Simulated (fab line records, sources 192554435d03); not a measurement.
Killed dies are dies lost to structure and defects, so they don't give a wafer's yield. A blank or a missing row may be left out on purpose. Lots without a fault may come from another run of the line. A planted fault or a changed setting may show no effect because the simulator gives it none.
Chamber matching | flow n5_finfet | N5_BEOL_M13_CMP_49 on cmp-01: 4 sister chambers
The step polishes, stops on SiOC, t overpolish 17.1 s, target thk 420 nm. 18 wafers are shown with their chamber, then 9 later ones without.

WAFERS WITH THEIR CHAMBER
wafer  | chamber | motor_current_A (A) | barrier_field_endpoint_s (s) | overpolish_run_s (s)
L074.1 | 3       | 5.5                 | 30.8                         | 17.089
L074.4 | 1       | 5.6                 | 31.1                         | 17.101
L074.5 | 0       | 6.0                 | 31.9                         | 17.106
L076.1 | 2       | 6.0                 | 30.3                         | 17.100
L076.2 | 0       | 5.9                 | 31.5                         | 17.090
L076.4 | 1       | 5.5                 | 30.8                         | 17.095
L080.3 | 3       | 5.5                 | 30.4                         | 17.107
L080.5 | 1       | 5.7                 | 30.4                         | 17.099
L080.6 | 0       | 6.2                 | 31.5                         | 17.094
L084.2 | 3       | 5.5                 | 29.2                         | 17.093
L084.4 | 1       | 5.8                 | 29.2                         | 17.090
L084.5 | 1       | 5.6                 | 29.1                         | 17.094
L085.1 | 2       | 5.8                 | 30.8                         | 17.103
L085.3 | 1       | 5.9                 | 29.6                         | 17.099
L085.5 | 2       | 5.8                 | 30.9                         | 17.095
L087.1 | 0       | 5.6                 | 30.9                         | 17.087
L087.3 | 2       | 5.7                 | 30.1                         | 17.095
L087.6 | 2       | 6.0                 | 30.2                         | 17.095

SIGNATURES (means of the wafers above)
reading                  | chamber 0 | chamber 1 | chamber 2 | chamber 3 | scatter within a chamber
motor_current_A          | 5.925     | 5.683     | 5.860     | 5.500     | 0.162
barrier_field_endpoint_s | 31.450    | 30.033    | 30.460    | 30.133    | 0.657
overpolish_run_s         | 17.09425  | 17.09633  | 17.09760  | 17.09633  | 0.00613
Rule: a wafer's distance from a chamber is the root of the sum, over the readings, of the square of ((its reading less the chamber's mean) divided by the reading's scatter). The wafer belongs to the nearest chamber; if the next one is less than 2 further off, it can't be placed. The scatter: the root of (the sum of the squares of (reading less its chamber's mean) over the shown wafers, divided by (wafers less chambers)).

WAFERS WITHOUT THEIR CHAMBER
wafer  | motor_current_A (A) | barrier_field_endpoint_s (s) | overpolish_run_s (s)
L093.1 | 5.6                 | 30.5                         | 17.106
L093.3 | 5.8                 | 30.6                         | 17.101
L093.4 | 6.3                 | 30.4                         | 17.090
L091.2 | 6.4                 | 30.5                         | 17.116
L091.5 | 5.8                 | 29.1                         | 17.111
L091.6 | 5.6                 | 28.4                         | 17.091
L097.1 | 6.0                 | 30.7                         | 17.099
L097.3 | 5.1                 | 31.1                         | 17.103
L097.5 | 5.7                 | 30.5                         | 17.097

WHICH CHAMBER EACH WENT THROUGH
wafer  | from the rows above               | in truth
L093.1 | can't be placed: 3 or 1 or 2 or 0 | 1
L093.3 | can't be placed: 2 or 1 or 0 or 3 | 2
L093.4 | can't be placed: 0 or 2 or 1      | 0
L091.2 | can't be placed: 2 or 0 or 1 or 3 | 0
L091.5 | can't be placed: 1 or 2 or 3 or 0 | 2
L091.6 | can't be placed: 1 or 3 or 2      | 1
L097.1 | can't be placed: 2 or 0 or 1      | 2
L097.3 | can't be placed: 3 or 1 or 2      | 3
L097.5 | can't be placed: 1 or 2 or 3 or 0 | 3
Placed correctly: 0 of 9. Can't be placed from these rows: 9 (the true chamber is among the candidates in 9). Placed wrongly: 0.
